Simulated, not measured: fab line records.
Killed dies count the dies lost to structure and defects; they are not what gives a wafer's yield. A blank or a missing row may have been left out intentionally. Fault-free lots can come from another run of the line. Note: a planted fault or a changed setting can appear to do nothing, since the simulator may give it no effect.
Matching of chambers | flow n5-finfet | N5_BEOL_M9_CURE_71 on uv-cure-01: 3 sister chambers
The step cures SiCOH lowk, time 240 s. 6 wafers are shown with their chamber, then 8 later ones without.

== WAFERS WITH THEIR CHAMBER ==
wafer  | chamber | wafer_temp_C_max | lamp-power-pct (%)
L074.5 | 0       | 386.8            | 52.20
L074.6 | 0       | 387.3            | 52.43
L087.6 | 1       | 386.7            | 52.24
L088.3 | 2       | 386.1            | 52.30
L088.5 | 2       | 386.2            | 52.36
L090.1 | 1       | 386.5            | 52.37

== WAFERS WITHOUT THEIR CHAMBER ==
wafer  | wafer_temp_C_max | lamp-power-pct (%)
L090.4 | 386.5            | 52.35
L090.5 | 386.3            | 52.17
L092.3 | 386.7            | 52.38
L092.4 | 386.7            | 52.29
L092.6 | 387.3            | 52.24
L093.1 | 386.6            | 52.22
L093.2 | 386.7            | 52.25
L093.4 | 386.8            | 52.34

== WHICH CHAMBER EACH WENT THROUGH ==
wafer  | from the rows above          | in truth
L090.4 | can't be placed: 1 or 2 or 0 | 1
L090.5 | can't be placed: 2 or 1      | 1
L092.3 | can't be placed: 1 or 0 or 2 | 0
L092.4 | can't be placed: 1 or 0      | 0
L092.6 | can't be placed: 0 or 1      | 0
L093.1 | can't be placed: 1 or 0 or 2 | 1
L093.2 | can't be placed: 1 or 0 or 2 | 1
L093.4 | can't be placed: 1 or 0 or 2 | 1
Correctly placed: 0 of 8. Can't be placed from these rows: 8 (the true chamber is among the candidates in 8). Wrongly placed: 0.
How it was worked out, from the rows above alone: a wafer's distance from a chamber is the root of the sum, over the readings, of the square of ((its reading less the chamber's mean) divided by the reading's scatter). The wafer belongs to the nearest chamber; if the next one is less than 2 further off, it can't be placed. For every chamber, the mean is computed from those of its wafers that are shown. The scatter: the root of (the sum of the squares of (reading less its chamber's mean) over the shown wafers, divided by (wafers less chambers)).
